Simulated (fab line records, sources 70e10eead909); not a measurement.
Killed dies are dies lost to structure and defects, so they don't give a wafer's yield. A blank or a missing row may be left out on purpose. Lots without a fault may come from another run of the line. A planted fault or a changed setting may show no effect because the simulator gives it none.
Chamber matching | flow nand_harc | NHARC_A_STAIRCASE_ALD_415 on ald_hk-02: 4 sister chambers
The step deposits SiO2, target thk 30 nm, pulse time 6 s, ald cycles 300. 8 wafers are shown with their chamber, then 12 later ones without.

WAFERS WITH THEIR CHAMBER
wafer  | chamber | heater_power_w (W) | precursor_pulse_height_rel
L083.3 | 2       | 408                | 1.001
L083.1 | 1       | 479                | 1.018
L083.6 | 1       | 487                | 0.991
L085.1 | 3       | 511                | 0.962
L085.5 | 0       | 484                | 1.021
L084.2 | 2       | 412                | 1.008
L084.3 | 3       | 493                | 1.014
L084.6 | 0       | 491                | 0.995

WAFERS WITHOUT THEIR CHAMBER
wafer  | heater_power_w (W) | precursor_pulse_height_rel
L090.1 | 464                | 0.992
L090.3 | 469                | 0.991
L090.6 | 402                | 0.976
L091.2 | 481                | 1.013
L091.3 | 476                | 1.007
L091.4 | 469                | 1.001
L093.1 | 407                | 1.026
L093.3 | 467                | 1.002
L093.4 | 470                | 1.010
L094.1 | 469                | 1.001
L094.3 | 398                | 0.986
L094.6 | 469                | 0.991

WHICH CHAMBER EACH WENT THROUGH
wafer  | from the rows above     | in truth
L090.1 | can't be placed: 1 or 0 | 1
L090.3 | can't be placed: 1 or 0 | 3
L090.6 | 2                       | 2
L091.2 | can't be placed: 1 or 0 | 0
L091.3 | can't be placed: 1 or 0 | 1
L091.4 | can't be placed: 1 or 0 | 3
L093.1 | 2                       | 2
L093.3 | can't be placed: 1 or 0 | 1
L093.4 | can't be placed: 1 or 0 | 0
L094.1 | can't be placed: 1 or 0 | 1
L094.3 | 2                       | 2
L094.6 | can't be placed: 1 or 0 | 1
Placed correctly: 3 of 12. Can't be placed from these rows: 9 (the true chamber is among the candidates in 7). Placed wrongly: 0.
How it was worked out, from the rows above alone: a wafer's distance from a chamber is the root of the sum, over the readings, of the square of ((its reading less the chamber's mean) divided by the reading's scatter). The wafer belongs to the nearest chamber; if the next one is less than 2 further off, it can't be placed. A chamber's mean is the mean of its shown wafers. The scatter: the root of (the sum of the squares of (reading less its chamber's mean) over the shown wafers, divided by (wafers less chambers)).
